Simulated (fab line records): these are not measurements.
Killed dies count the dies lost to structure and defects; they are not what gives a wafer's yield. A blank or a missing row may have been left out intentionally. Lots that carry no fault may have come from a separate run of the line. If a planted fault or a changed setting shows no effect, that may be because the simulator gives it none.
Chamber matching | flow n5Finfet | 4 sister chambers for N5_BEOL_M1_ETCH_70 on rieDiel-03
The step etches SOC in N2/H2, target depth 80 nm, overetch 16 nm, time 120 s. 14 wafers are shown with their chamber, then 7 later ones without.

WAFERS WITH THEIR CHAMBER
wafer  | chamber | drypumpMotorCurrentA (A) | showerheadPlenumPTorr (Torr) | throttleValvePct (%)
L077.1 | 2       | 5.6                      | 2.62                         | 17.78
L077.5 | 3       | 5.2                      | 2.59                         | 17.62
L077.6 | 2       | 5.6                      | 2.62                         | 17.79
L079.1 | 3       | 5.2                      | 2.59                         | 17.62
L079.2 | 2       | 5.6                      | 2.62                         | 17.78
L079.3 | 0       | 5.1                      | 2.62                         | 17.69
L080.1 | 0       | 5.1                      | 2.62                         | 17.70
L080.2 | 3       | 5.1                      | 2.59                         | 17.65
L080.4 | 2       | 5.6                      | 2.62                         | 17.75
L086.2 | 0       | 5.1                      | 2.61                         | 17.74
L086.3 | 3       | 5.2                      | 2.58                         | 17.69
L086.5 | 0       | 5.1                      | 2.61                         | 17.73
L088.1 | 3       | 5.2                      | 2.58                         | 17.69
L088.3 | 1       | 6.4                      | 2.48                         | 17.25

SIGNATURES, as means of the wafers listed above
reading               | chamber 0 | chamber 1 | chamber 2 | chamber 3 | scatter within a chamber
drypumpMotorCurrentA  | 5.100     | 6.400     | 5.600     | 5.180     | 0.0283
showerheadPlenumPTorr | 2.6150    | 2.4800    | 2.6200    | 2.5860    | 0.00469
throttleValvePct      | 17.7150   | 17.2500   | 17.7750   | 17.6540   | 0.0274
Rule: distance of a wafer from a chamber = root of the sum over the readings of ((wafer's reading minus chamber's mean) / reading's scatter) squared. The wafer belongs to the nearest chamber; if the next one is less than 2 further off, it can't be placed. The scatter: the root of (the sum of the squares of (reading less its chamber's mean) over the shown wafers, divided by (wafers less chambers)).

WAFERS WHOSE CHAMBER IS MISSING
wafer  | drypumpMotorCurrentA (A) | showerheadPlenumPTorr (Torr) | throttleValvePct (%)
L088.6 | 6.3                      | 2.48                         | 17.24
L091.2 | 5.1                      | 2.61                         | 17.74
L091.4 | 6.4                      | 2.48                         | 17.24
L091.6 | 5.2                      | 2.58                         | 17.68
L094.1 | 5.1                      | 2.61                         | 17.76
L094.2 | 5.2                      | 2.58                         | 17.68
L094.6 | 5.6                      | 2.61                         | 17.41

CHAMBER TAKEN BY EACH
wafer  | from the rows above | in truth
L088.6 | 1                   | 1
L091.2 | 0                   | 0
L091.4 | 1                   | 1
L091.6 | 3                   | 3
L094.1 | 0                   | 0
L094.2 | 3                   | 3
L094.6 | 2                   | 2
Correct placement for 7 of the 7. Not placeable from these rows: 0. 0 placed wrongly.
